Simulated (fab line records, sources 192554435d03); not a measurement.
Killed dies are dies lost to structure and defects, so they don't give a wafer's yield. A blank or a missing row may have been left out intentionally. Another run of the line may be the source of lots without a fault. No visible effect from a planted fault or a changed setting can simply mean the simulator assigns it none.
Split-lot experiment | flow n5 finfet | 21 wafers read across 7 lots, on a route 1938 steps long

== SPLIT DETAILS ==
At N5_PMOS_HMC_CHANNEL_EPI_PEB_07 (peb time 60 s), the setting peb time s was moved away from the recipe's 60 s on 5 of the 21 wafers read, by -21.7% to +15.3%. This setting was run at the recipe's value on the other wafers.

== FROM THE SPLIT TO THE READING: what the file shows between them, 1 step ==
- N5_PMOS_HMC_CHANNEL_EPI_DEVELOP_08: develop time 30 s

== THE READING ==
Shown in nm: cd nm at N5_PMOS_HMC_CHANNEL_EPI_CD_MEAS_09, with target cd 237.4 nm. A value of 237.5 nm with a standard deviation of 1.3 nm is what fault-free wafers of this fab line usually give.

wafer  | tool, chamber at the split | peb time s as run, s | against the recipe | cd nm, nm | against lot-mates on the recipe
L074.2 | litho track-02, 0          | 60                   | recipe             | 236.0     | -
L074.3 | litho track-02, 0          | 60                   | recipe             | 237.6     | -
L074.4 | litho track-02, 0          | 46.98                | -21.7%             | 225.3     | -11.5
L085.2 | litho track-03, 0          | 60                   | recipe             | 237.8     | -
L085.3 | litho track-03, 0          | 60                   | recipe             | 238.2     | -
L085.4 | litho track-03, 0          | 60                   | recipe             | 237.7     | -
L086.1 | litho track-04, 0          | 69.18                | +15.3%             | 244.7     | +6.5
L086.4 | litho track-04, 0          | 60                   | recipe             | 237.4     | -
L086.6 | litho track-04, 0          | 60                   | recipe             | 238.9     | -
L088.3 | litho track-04, 0          | 60                   | recipe             | 239.2     | -
L088.4 | litho track-04, 0          | 60                   | recipe             | 237.8     | -
L088.5 | litho track-04, 0          | 52.39                | -12.7%             | 231.5     | -7.0
L091.1 | litho track-02, 0          | 60                   | recipe             | 239.3     | -
L091.4 | litho track-02, 0          | 60                   | recipe             | 238.3     | -
L091.5 | litho track-02, 0          | 60                   | recipe             | 238.7     | -
L092.3 | litho track-02, 0          | 60                   | recipe             | 236.8     | -
L092.5 | litho track-02, 0          | 60                   | recipe             | 237.2     | -
L092.6 | litho track-02, 0          | 60                   | recipe             | 234.1     | -
L095.2 | litho track-04, 0          | 60                   | recipe             | 238.6     | -
L095.3 | litho track-04, 0          | 48.11                | -19.8%             | 228.7     | -9.9
L095.5 | litho track-04, 0          | 48.11                | -19.8%             | 228.4     | -10.2

THE FIT
A straight line over all 21 wafers: cd nm changes by +0.494 nm for each +1% of peb time s; r = +0.96; the points scatter about the line by 1.3 nm.
The same after taking each lot's own level away (the mean of its wafers on the recipe; 21 wafers): +0.502 nm for each +1%; r = +0.99; scatter 0.78 nm.
On that fit, the largest move of peb time s shifts the reading by 11 nm.
Measured against the standard deviation above, the lots' own levels, which go from 236.03 to 238.77 nm, span 2.1 times it.
So the lot-to-lot level changes the slope little: the two slopes agree.
Check: -10.8 nm against its lot-mates is what the line predicts for one of the wafers moved furthest among these (-21.7%) when that wafer is left out of the fit. It came out at -11.5 nm against them.

== THESE WAFERS: OTHER SPLITS ==
These wafers also went through other splits before the reading. Each is held against what the fit with the lots' levels taken away leaves over:
other split on the same wafers           | wafers away from the commonest value | r with cd nm (lot level and that fit taken away)
N5_ZERO_LAYER_PECVD_02 time s            | 8                                    | +0.09
N5_ZERO_LAYER_COAT_05 spin rpm           | 6                                    | -0.03
N5_PMOS_HMC_CHANNEL_EPI_COAT_31 spin rpm | 6                                    | -0.15

== THE WHOLE CHAIN: every reading that the file lists as answering this split, in the file's order ==
step                                  | what it does                                                           | reading                                                                     | change (the file's fit)               | r (the file's)
N5_PMOS_HMC_CHANNEL_EPI_CD_MEAS_09    | target cd 237.4 nm                                                     | cd nm                                                                       | +0.508 nm for each +1% of the setting | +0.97
N5_PMOS_HMC_CHANNEL_EPI_DESCUM_14     | chemistry O2, time 7.9 s                                               | PMOS_HMC_CHANNEL_EPI.cd nm (the simulator's own value, which no gauge read) | +0.522 nm for each +1% of the setting | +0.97
N5_PMOS_HMC_CHANNEL_EPI_ETCH_32       | etches BARC in N2/H2, stops on SiO2, target depth 85.8 nm, time 50.3 s | PMOS_HMC_CHANNEL_EPI.cd nm (the simulator's own value, which no gauge read) | +0.552 nm for each +1% of the setting | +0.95
N5_PMOS_HMC_CHANNEL_EPI_FIN_RECESS_16 | chemistry HBr/Cl2, target Si, target depth 54 nm, time 18 s            | PMOS_HMC_CHANNEL_EPI.cd nm (the simulator's own value, which no gauge read) | +0.56 nm for each +1% of the setting  | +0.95

== FILE'S OWN FIT ==
cd nm changes by +0.508 nm for each +1% of peb time s, r = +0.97.
